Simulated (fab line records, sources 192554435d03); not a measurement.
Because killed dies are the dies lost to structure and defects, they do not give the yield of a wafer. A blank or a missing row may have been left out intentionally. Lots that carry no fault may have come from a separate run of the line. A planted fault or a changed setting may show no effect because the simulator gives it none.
fab line records	flow n5Finfet
[record] lots = 10	wafers = 28	lastDay = 18
route steps=1938 shown HKMG_FIN@461 GATE_CUT@467 BEOL_M4@1111
lots untouched by any fault: they come from a run of this same line in which no faults occurred
startH: start of the lot's first displayed wafer, in hours after the record's first day	waitH: hours elapsed since this lot's preceding step	" as in the row above	L1.1+2: a single row standing in for several wafers	- no value, or no start was given	* or withheld: withheld	< > ~ a bound
route shown NAME@n: NAME is a module with steps in the file, n the number in the route of the first one	usual: the fault-free wafers' mean and standard deviation	same: alike in all rows	chamber/n: place in a boat	sites: readings site by site	_std_site: the standard deviation of these	_edge_site: outer sites' mean less inner sites'	radiusMm: for every site, how far away it sits from the centre of the wafer	mask NAME#n: copy n	behind: tool/chamber where the wafer was last shaped	hold: why the lot was held/for how many hours/how that ended	device: names the non-switching transistor (n, p or np)	end of line: the route-end tests of the same wafers	a step without rows: its recipe alone	killed: not the wafer's yield, but the dies lost to structure and defects at the first sort	map: a wafer's dies, x killed, . not, _ none there
set.NAME: setting as actually run; set.NAME@STEP: the setting as run at that earlier step	model.NAME: the simulator's own value behind a step, which no gauge read
a sample of lots followed through the steps of the route, with each step as a table and each wafer as a row
services: the hour from which a tool's chamber was out of use, counted from the record's first day as startH (under 0 if before that day), plus the number of hours and why
[[steps]]
[step N5_HKMG_FIN_CMP_23]
[recipe] stopOn = SiNx	tOverpolishS = 10	postCmpClean = rinseOnly	downForcePsi = 4	platenRpm = 50.289	padVelocityMS = 1.0006	targetThkNm = 46.326
[usual] headPressurePsi = 4.000/0.0084	motorCurrentA = 12.5/1.7	overpolishRunS = 9.999/0.013	platenRpm = 50.29/0.034	timeToEndpointS = 11.6/2.7
lot.wafer	tool	chamber	startH	waitH	headPressurePsi	motorCurrentA	overpolishRunS	platenRpm	timeToEndpointS
L624.3	cmp-03	0	88.68	0.0	3.999	11.2	9.998	50.31	13.1
L624.2	"	1	"	"	3.986	12.6	9.883	50.33	18.6
L624.1	"	2	"	"	4.011	12.6	10.005	50.36	10.6
L625.4	cmp-02	3	95.58	0.1	3.993	12.5	9.997	50.25	10.2
L625.3	"	0	"	"	4.004	13.2	10.005	50.24	12.5
L625.5	"	3	"	"	3.992	12.4	9.997	50.26	10.0
L627.3	cmp-03	2	110.59	0.0	4.005	12.1	10.001	50.31	3.3
L627.2	"	3	"	"	3.993	9.6	9.994	50.26	13.3
L627.4	"	1	"	"	3.996	12.9	9.985	50.28	12.2
L628.4	cmp-03	3	112.69	0.2	3.990	10.4	9.997	50.33	13.5
L628.3	"	1	"	"	3.992	13.0	10.008	50.23	16.4
L628.2	"	2	"	"	4.006	11.9	9.983	50.31	10.7
L635.4	cmp-03	0	160.08	0.2	4.016	11.4	10.016	50.27	11.8
L635.3	"	1	"	"	3.993	12.4	9.999	50.27	16.0
L635.5	"	2	"	"	3.995	12.2	9.990	50.34	9.4
L637.2	cmp-03	0	168.31	0.0	3.992	11.4	10.005	50.27	10.8
L637.5	"	0	"	"	3.984	10.9	10.020	50.25	8.9
L637.6	"	1	"	"	4.000	13.3	10.001	50.31	13.5
L641.4	cmp-01	3	195.78	0.0	3.990	15.9	10.009	50.30	11.2
L641.1	"	2	"	"	4.007	13.9	10.003	50.30	14.0
L641.5	"	0	"	"	4.006	12.2	9.988	50.26	12.1
L642.2	cmp-02	3	199.26	0.1	4.004	11.9	10.001	50.26	10.4
L642.4	"	0	"	"	3.990	12.9	10.005	50.26	10.0
L642.3	"	1	"	"	3.985	12.9	10.013	50.30	12.0
L643.4	cmp-01	2	206.48	0.2	4.005	14.5	10.007	50.32	14.5
L643.5	"	0	"	"	4.010	12.2	9.999	50.35	9.2
L644.3	cmp-01	1	211.63	0.1	3.994	12.5	9.998	50.24	9.5
L644.1	"	0	"	"	4.000	12.8	9.995	50.29	9.8
[step N5_HKMG_FIN_CMP_94]
[recipe] stopOn = SiNx	postCmpClean = wDiluteNh4oh	tOverpolishS = 4.7	downForcePsi = 4	platenRpm = 50.289	padVelocityMS = 1.0006	targetThkNm = 43.299
[usual] headPressurePsi = 4.000/0.0088	motorCurrentA = 12.5/1.7	platenRpm = 50.29/0.033
lot.wafer	tool	chamber	startH	waitH	headPressurePsi	motorCurrentA	platenRpm
L624.3	cmp-03	0	89.16	0.4	3.960	11.1	50.23
L624.2	"	1	"	"	4.001	12.6	50.28
L624.1	"	2	"	"	4.003	12.4	50.31
L625.4	cmp-02	3	96.01	0.3	3.995	11.8	50.26
L625.3	"	0	"	"	4.006	12.6	50.22
L625.5	"	3	"	"	3.994	11.6	50.32
L627.3	cmp-03	2	111.07	0.4	3.990	12.1	50.31
L627.2	"	3	"	"	4.004	10.2	50.27
L627.4	"	1	"	"	3.989	13.1	50.29
L628.4	cmp-03	3	113.17	0.4	4.006	10.1	50.32
L628.3	"	1	"	"	4.006	13.0	50.25
L628.2	"	2	"	"	4.010	12.4	50.34
L635.4	cmp-03	0	160.46	0.3	3.792	11.1	50.27
L635.3	"	1	"	"	3.792	13.0	50.26
L635.5	"	2	"	"	3.805	11.6	50.26
L637.2	cmp-03	0	168.79	0.4	3.797	10.6	50.29
L637.5	"	0	"	"	3.784	11.2	50.25
L637.6	"	1	"	"	3.799	12.5	50.32
L641.4	cmp-01	3	196.26	0.4	3.989	14.7	50.26
L641.1	"	2	"	"	4.000	13.9	50.32
L641.5	"	0	"	"	4.000	11.9	50.31
L642.2	cmp-02	3	199.69	0.3	4.007	12.4	50.31
L642.4	"	0	"	"	4.011	12.6	50.25
L642.3	"	1	"	"	3.990	11.8	50.33
L643.4	cmp-01	2	206.86	0.3	3.990	14.9	50.32
L643.5	"	0	"	"	4.008	12.6	50.34
L644.3	cmp-01	1	212.11	0.4	4.001	12.9	50.31
L644.1	"	0	"	"	3.997	13.4	50.33
[step N5_GATE_CUT_ETCHBACK_30]
[recipe] chemistry = Cl2/Ar	target = TiN	targetDepthA = 30	mode = isotropic	pressureMtorr = 10	icpW = 600	biasW = 60	Cl2_flow_sccm = 40	Ar_flow_sccm = 60
[usual] drypumpMotorCurrentA = 5.5/0.34	oesProductAu = 0.74/0.098	throttleValvePct = 20.8/0.32
lot.wafer	tool	chamber	startH	waitH	drypumpMotorCurrentA	oesProductAu	rfHoursCounterH	throttleValvePct
L624.1	rieMetal-02	1	89.63	0.1	5.0	0.90	13	20.9
L624.2	"	0	"	"	5.3	0.67	87	20.8
L624.3	"	1	"	"	5.0	0.89	-	20.9
L625.3	rieMetal-01	1	96.69	0.1	5.3	0.85	-	20.6
L625.4	"	1	"	"	5.3	0.86	-	20.6
L625.5	"	1	"	"	5.3	0.86	-	20.6
L627.2	rieMetal-01	0	111.55	0.1	5.9	0.67	83	21.1
L627.3	"	1	"	"	5.3	0.84	-	20.6
L627.4	"	0	"	"	5.9	0.67	-	21.1
L628.2	rieMetal-03	1	113.65	0.1	6.0	0.80	33	20.2
L628.3	"	0	"	"	5.6	0.64	-	21.0
L628.4	"	1	"	"	5.9	0.80	-	20.2
L635.3	rieMetal-02	1	160.88	0.0	5.0	0.86	-	21.0
L635.4	"	0	"	"	5.3	0.65	-	20.9
L635.5	"	1	"	"	5.0	0.87	-	21.0
L637.2	rieMetal-02	0	169.26	0.1	5.3	0.65	94	20.9
L637.5	"	1	"	"	5.0	0.86	-	21.0
L637.6	"	0	"	"	5.3	0.65	-	20.9
L641.1	rieMetal-02	0	196.74	0.1	5.4	0.64	97	20.9
L641.4	"	1	"	"	4.9	0.84	-	21.0
L641.5	"	0	"	"	5.4	0.64	-	20.9
L642.2	rieMetal-03	1	200.13	0.1	6.0	0.78	42	20.2
L642.3	"	0	"	"	5.6	0.62	-	21.1
L642.4	"	1	"	"	5.9	0.77	-	20.3
L643.4	rieMetal-03	1	207.28	0.0	6.0	0.77	-	20.2
L643.5	"	1	"	"	5.9	0.78	-	20.2
L644.1	rieMetal-03	0	212.59	0.1	5.6	0.61	123	21.1
L644.3	"	0	"	"	5.5	0.61	-	21.1
[step N5_GATE_CUT_VAPOR_ETCH_60]
[recipe] chemistry = BCl3/Cl2	target = HfO2	mode = isotropic
[usual] drypumpMotorCurrentA = 5.5/0.34	oesProductAu = 0.74/0.091
lot.wafer	tool	chamber	startH	waitH	drypumpMotorCurrentA	oesProductAu
L624.1	rieMetal-02	1	89.66	0.0	5.0	0.87
L624.2	"	0	"	"	5.3	0.69
L624.3	"	1	"	"	5.0	0.86
L625.3	rieMetal-01	1	96.75	0.1	5.3	0.83
L625.4	"	1	"	"	5.3	0.83
L625.5	"	1	"	"	5.3	0.83
L627.2	rieMetal-01	0	111.58	0.0	5.9	0.66
L627.3	"	1	"	"	5.3	0.82
L627.4	"	0	"	"	5.9	0.66
L628.2	rieMetal-03	1	113.68	0.0	6.0	0.82
L628.3	"	0	"	"	5.6	0.63
L628.4	"	1	"	"	6.0	0.82
L635.3	rieMetal-02	1	160.91	0.0	5.0	0.84
L635.4	"	0	"	"	5.3	0.67
L635.5	"	1	"	"	5.0	0.83
L637.2	rieMetal-02	0	169.29	0.0	5.3	0.67
L637.5	"	1	"	"	5.0	0.84
L637.6	"	0	"	"	5.4	0.67
L641.1	rieMetal-02	0	196.77	0.0	5.3	0.67
L641.4	"	1	"	"	5.0	0.82
L641.5	"	0	"	"	5.3	0.67
L642.2	rieMetal-03	1	200.16	0.0	6.0	0.79
L642.3	"	0	"	"	5.6	0.61
L642.4	"	1	"	"	6.0	0.79
L643.4	rieMetal-03	1	207.31	0.0	6.0	0.78
L643.5	"	1	"	"	5.9	0.79
L644.1	rieMetal-03	0	212.62	0.0	5.6	0.61
L644.3	"	0	"	"	5.6	0.61
[step N5_BEOL_M4_RC_MEAS_101]
[usual] DIBL_N = 36.2/2.2	DIBL_P = 36.5/3	IOFF_N = 0.16/0.039	IOFF_P = 0.22/0.047	ION_N = 675/15	ION_P = 463/10	SS_N = 71.6/0.71	SS_P = 73.4/0.94	VT_N = 250/3.6	VT_P = -250/3.9
lot.wafer	tool	chamber	startH	waitH	DIBL_N[mV/V]	DIBL_P[mV/V]	IOFF_N[nA/um]	IOFF_P[nA/um]	ION_N[uA/um]	ION_P[uA/um]	SS_N[mV/dec]	SS_P[mV/dec]	VT_N[mV]	VT_P[mV]
L624.1	prober-02	0	169.20	0.0	35.0	34.9	0.13	0.22	644	451	71.5	73.5	255	-250
L624.2	"	0	"	"	34.3	32.9	0.11	0.16	654	455	70.7	72.8	255	-253
L624.3	"	0	"	"	33.8	33.2	0.13	0.18	670	464	70.5	73.0	250	-250
L625.3	prober-02	0	175.91	0.3	35.7	35.8	0.14	0.18	669	452	71.3	74.0	251	-253
L625.4	"	0	"	"	41.1	42.1	0.26	0.29	694	470	73.5	75.4	245	-249
L625.5	"	0	"	"	35.3	35.4	0.14	0.18	658	455	71.3	73.2	252	-255
L627.2	prober-01	0	189.36	0.2	38.5	39.0	0.20	0.28	687	476	72.4	73.7	247	-245
L627.3	"	0	"	"	35.3	35.3	0.14	0.23	662	462	70.6	73.4	249	-245
L627.4	"	0	"	"	37.7	37.4	0.18	0.25	690	473	71.3	72.9	246	-245
L628.2	prober-02	0	200.96	0.2	35.2	36.0	0.16	0.22	676	464	71.9	74.0	249	-249
L628.3	"	0	"	"	34.7	34.5	0.15	0.19	674	457	71.3	73.0	250	-249
L628.4	"	0	"	"	38.8	40.0	0.24	0.31	690	474	73.3	75.5	243	-246
L635.3	prober-02	0	256.66	0.3	35.9	35.5	0.14	0.19	686	468	71.3	72.7	249	-251
L635.4	"	0	"	"	41.9	41.5	0.26	0.29	690	470	73.5	74.6	243	-248
L635.5	"	0	"	"	36.9	35.8	0.15	0.19	685	461	71.1	73.0	253	-253
L637.2	prober-01	0	274.26	0.2	34.4	33.3	0.11	0.17	665	459	70.5	73.3	254	-253
L637.5	"	0	"	"	39.0	38.4	0.19	0.25	692	470	71.7	74.8	248	-249
L637.6	"	0	"	"	35.0	32.6	0.12	0.15	679	459	71.1	72.2	251	-252
L642.2	prober-01	0	286.86	0.2	36.1	37.7	0.18	0.27	673	466	72.0	74.1	249	-245
L642.3	"	0	"	"	34.7	35.3	0.15	0.22	683	473	71.0	73.4	249	-248
L642.4	"	0	"	"	37.6	37.5	0.20	0.26	681	467	71.9	73.8	244	-247
L643.4	prober-01	0	289.51	0.5	37.0	38.9	0.16	0.22	673	455	71.2	73.2	251	-252
L643.5	"	0	"	"	37.9	40.3	0.17	0.23	672	460	72.0	73.9	251	-250
L641.1	prober-02	0	289.62	0.0	32.2	32.2	0.12	0.19	669	476	70.6	71.6	251	-247
L641.4	"	0	"	"	35.6	35.7	0.16	0.24	678	466	71.2	72.7	248	-244
L641.5	"	0	"	"	36.5	37.0	0.18	0.29	686	475	71.6	73.8	244	-240
L644.1	prober-02	0	317.23	0.0	42.3	42.9	0.26	0.34	684	467	72.5	76.7	247	-246
L644.3	"	0	"	"	34.6	33.3	0.12	0.16	661	457	70.7	73.3	254	-255
[[services]]
tool	chamber	startH	hours	kind
rieMetal-02	-	67.43	4.0	pm
rieMetal-01	-	73.86	2.8	pm
rieMetal-02	-	75.03	0.2	repair
rieMetal-01	0	80.59	20.1	repair
rieMetal-03	-	84.72	2.8	pm
cmp-02	-	105.34	8.4	pm
rieMetal-02	-	107.56	2.8	pm
cmp-01	-	110.09	5.6	pm
cmp-02	-	120.21	4.8	pm
cmp-02	-	125.63	1.4	repair
cmp-01	-	135.99	0.7	repair
rieMetal-01	-	143.73	22.0	repair
cmp-02	-	152.67	0.9	repair
rieMetal-01	1	183.54	40.6	repair
cmp-03	-	198.74	14.5	pm
[[key]]
[firstSign] step = N5_HKMG_FIN_CMP_94	reading = headPressurePsi	direction = down	sigmas = 23	usual = 4.000	struck = 3.795
effect none on later readings
metAt N5_HKMG_FIN_CMP_94
struckLots L635,L637
[baselineLoss] step = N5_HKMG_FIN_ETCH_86	wafers = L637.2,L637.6
notActingAt N5_HKMG_FIN_CMP_23,N5_GATE_CUT_ETCHBACK_30,N5_GATE_CUT_VAPOR_ETCH_60
onsetBetween 113.17 160.46
[fault] kind = processParameterDrift	tool = cmp-03	chamber = -	onsetH = 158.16	steps = N5_HKMG_FIN_CMP_94	channel = downForcePsi	offset = -0.20336	shape = step	endH = 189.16	actsIn = theseRecipesOnly	stated = 4
// baselineLoss: these wafers lose ten dies or more at that step, a loss of the line's own and not of a fault; the sort's usual values leave them out
